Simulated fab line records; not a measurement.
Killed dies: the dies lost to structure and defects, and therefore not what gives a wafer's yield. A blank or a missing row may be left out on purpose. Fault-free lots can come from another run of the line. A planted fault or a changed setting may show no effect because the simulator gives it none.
Chamber matching ; flow n5_finfet ; N5_BEOL_M0_PRE_CLEAN_131 on cvd_co-01: 3 sister chambers
The step time 15 s. 6 wafers are shown with their chamber, then 12 later ones without.

== EACH WAFER AND ITS CHAMBER ==
wafer;chamber;heater_power_w (W)
L084.3;0;62
L086.4;1;79
L086.5;2;79
L087.2;2;82
L087.5;1;80
L087.6;0;62

== WAFERS WITHOUT THEIR CHAMBER ==
wafer;heater_power_w (W)
L089.3;80
L089.4;61
L089.6;81
L090.2;82
L090.4;64
L090.6;80
L091.1;80
L091.3;79
L091.6;82
L095.1;83
L095.3;64
L095.5;83

== CHAMBER TAKEN BY EACH ==
wafer;from the rows above;in truth
L089.3;can't be placed: 1 or 2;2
L089.4;0;0
L089.6;can't be placed: 2 or 1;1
L090.2;can't be placed: 2 or 1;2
L090.4;0;0
L090.6;can't be placed: 1 or 2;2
L091.1;can't be placed: 1 or 2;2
L091.3;can't be placed: 1 or 2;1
L091.6;can't be placed: 2 or 1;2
L095.1;can't be placed: 2 or 1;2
L095.3;0;0
L095.5;can't be placed: 2 or 1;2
3 of 12 placed correctly. From these rows, 9 cannot be placed; in 9 the true chamber is one of the candidates. 0 placed wrongly.
How it was worked out, from the rows above alone: a wafer's distance from a chamber is the root of the sum, over the readings, of the square of ((its reading less the chamber's mean) divided by the reading's scatter). If the next closest chamber is less than 2 further off than the closest, the wafer can't be placed; otherwise it belongs to the closest. The mean given for a chamber averages the wafers shown for that chamber. The scatter: take each reading less its chamber's mean, square it, sum over the shown wafers, divide by the number of wafers less the number of chambers, and take the root.
